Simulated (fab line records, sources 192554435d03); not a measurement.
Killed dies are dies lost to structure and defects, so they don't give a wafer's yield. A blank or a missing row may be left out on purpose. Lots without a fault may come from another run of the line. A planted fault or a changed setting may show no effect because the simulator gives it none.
Chamber matching | flow n5_finfet | N5_BEOL_M13_CMP_49 on cmp-01: 4 sister chambers
The step polishes, stops on SiOC, t overpolish 17.1 s, target thk 420 nm. 24 wafers are shown with their chamber, then 12 later ones without.

WAFERS WITH THEIR CHAMBER
wafer  | chamber | motor_current_A (A) | barrier_field_endpoint_s (s) | overpolish_run_s (s)
L074.3 | 1       | 6.6                 | 29.4                         | 17.091
L074.4 | 2       | 4.6                 | 29.4                         | 17.114
L074.6 | 3       | 5.1                 | 30.0                         | 17.105
L078.2 | 0       | 6.1                 | 31.5                         | 17.095
L078.3 | 3       | 4.9                 | 30.4                         | 17.110
L078.6 | 1       | 6.6                 | 29.4                         | 17.097
L079.1 | 3       | 5.2                 | 31.7                         | 17.112
L079.4 | 1       | 6.6                 | 30.2                         | 17.100
L079.6 | 3       | 5.1                 | 32.6                         | 17.087
L082.2 | 1       | 6.3                 | 29.4                         | 17.104
L082.4 | 0       | 6.1                 | 31.4                         | 17.093
L082.5 | 0       | 6.3                 | 30.5                         | 17.102
L081.3 | 2       | 4.8                 | 29.8                         | 17.099
L081.5 | 2       | 4.7                 | 29.7                         | 17.105
L081.6 | 1       | 6.5                 | 29.8                         | 17.121
L085.1 | 2       | 4.8                 | 30.0                         | 17.094
L085.2 | 3       | 5.0                 | 31.2                         | 17.100
L085.3 | 1       | 6.6                 | 29.6                         | 17.106
L087.1 | 3       | 5.2                 | 31.9                         | 17.113
L087.3 | 2       | 4.7                 | 30.2                         | 17.109
L087.5 | 2       | 5.1                 | 29.5                         | 17.109
L086.2 | 3       | 5.1                 | 31.8                         | 17.108
L086.3 | 0       | 6.2                 | 32.2                         | 17.077
L086.4 | 1       | 6.8                 | 30.5                         | 17.107

SIGNATURES (means of the wafers above)
reading                  | chamber 0 | chamber 1 | chamber 2 | chamber 3 | scatter within a chamber
motor_current_A          | 6.175     | 6.571     | 4.783     | 5.086     | 0.138
barrier_field_endpoint_s | 31.400    | 29.757    | 29.767    | 31.371    | 0.633
overpolish_run_s         | 17.09175  | 17.10371  | 17.10500  | 17.10500  | 0.00904
Rule: a wafer's distance from a chamber is the root of the sum, over the readings, of the square of ((its reading less the chamber's mean) divided by the reading's scatter). The wafer belongs to the nearest chamber; if the next one is less than 2 further off, it can't be placed. The scatter: the root of (the sum of the squares of (reading less its chamber's mean) over the shown wafers, divided by (wafers less chambers)).

WAFERS WITHOUT THEIR CHAMBER
wafer  | motor_current_A (A) | barrier_field_endpoint_s (s) | overpolish_run_s (s)
L090.1 | 6.3                 | 32.9                         | 17.096
L090.3 | 6.6                 | 30.9                         | 17.122
L090.6 | 6.2                 | 31.6                         | 17.097
L093.1 | 6.6                 | 29.7                         | 17.111
L093.3 | 5.0                 | 30.1                         | 17.088
L093.4 | 6.0                 | 30.4                         | 17.103
L095.2 | 4.8                 | 29.7                         | 17.095
L095.5 | 6.6                 | 29.9                         | 17.091
L095.6 | 4.8                 | 30.7                         | 17.103
L097.2 | 6.8                 | 30.6                         | 17.108
L097.3 | 5.2                 | 30.7                         | 17.100
L097.5 | 4.9                 | 30.3                         | 17.092

WHICH CHAMBER EACH WENT THROUGH
wafer  | from the rows above     | in truth
L090.1 | 0                       | 0
L090.3 | can't be placed: 1 or 0 | 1
L090.6 | 0                       | 0
L093.1 | 1                       | 1
L093.3 | can't be placed: 2 or 3 | 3
L093.4 | can't be placed: 0 or 1 | 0
L095.2 | 2                       | 2
L095.5 | 1                       | 1
L095.6 | can't be placed: 2 or 3 | 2
L097.2 | 1                       | 1
L097.3 | can't be placed: 3 or 2 | 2
L097.5 | can't be placed: 2 or 3 | 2
Placed correctly: 6 of 12. Can't be placed from these rows: 6 (the true chamber is among the candidates in 6). Placed wrongly: 0.
